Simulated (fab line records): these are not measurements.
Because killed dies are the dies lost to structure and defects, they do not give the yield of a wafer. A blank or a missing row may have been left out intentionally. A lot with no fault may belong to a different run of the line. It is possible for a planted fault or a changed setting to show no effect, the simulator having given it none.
Chamber matching -- flow n5Finfet -- pecvd-01 running N5_GATE_CUT_HM_DEP_46: 3 sister chambers
The step deposits SiO2 from TEOS/O2, target thk 130 nm, time 26.6 s. 3 wafers are shown with their chamber, then 9 later ones without.

== WAFERS, EACH WITH ITS CHAMBER ==
wafer,chamber,throttleValvePct (%)
L091.1,2,18.3
L091.2,1,20.5
L091.4,0,21.2

== WAFERS WITH NO CHAMBER GIVEN ==
wafer,throttleValvePct (%)
L093.1,20.5
L093.3,21.0
L093.6,21.2
L095.1,20.5
L095.2,21.0
L095.5,20.6
L097.2,20.3
L097.5,18.4
L097.6,20.5

== EACH ONE'S CHAMBER ==
wafer,from the rows above,in truth
L093.1,1,1
L093.3,0,0
L093.6,0,0
L095.1,1,1
L095.2,0,0
L095.5,1,1
L097.2,1,1
L097.5,2,2
L097.6,1,1
Correct placement for 9 of the 9. From these rows, 0 cannot be placed. Placed wrongly: 0.
How it was worked out, from the rows above alone: a wafer's distance from a chamber is the root of the sum, over the readings, of the square of ((its reading less the chamber's mean) divided by the reading's scatter). If the next closest chamber is less than 2 further off than the closest, the wafer can't be placed; otherwise it belongs to the closest. The mean given for a chamber averages the wafers shown for that chamber. The scatter: root of mean squared gap, hidden wafer to nearest shown wafer, with one shown wafer a chamber.
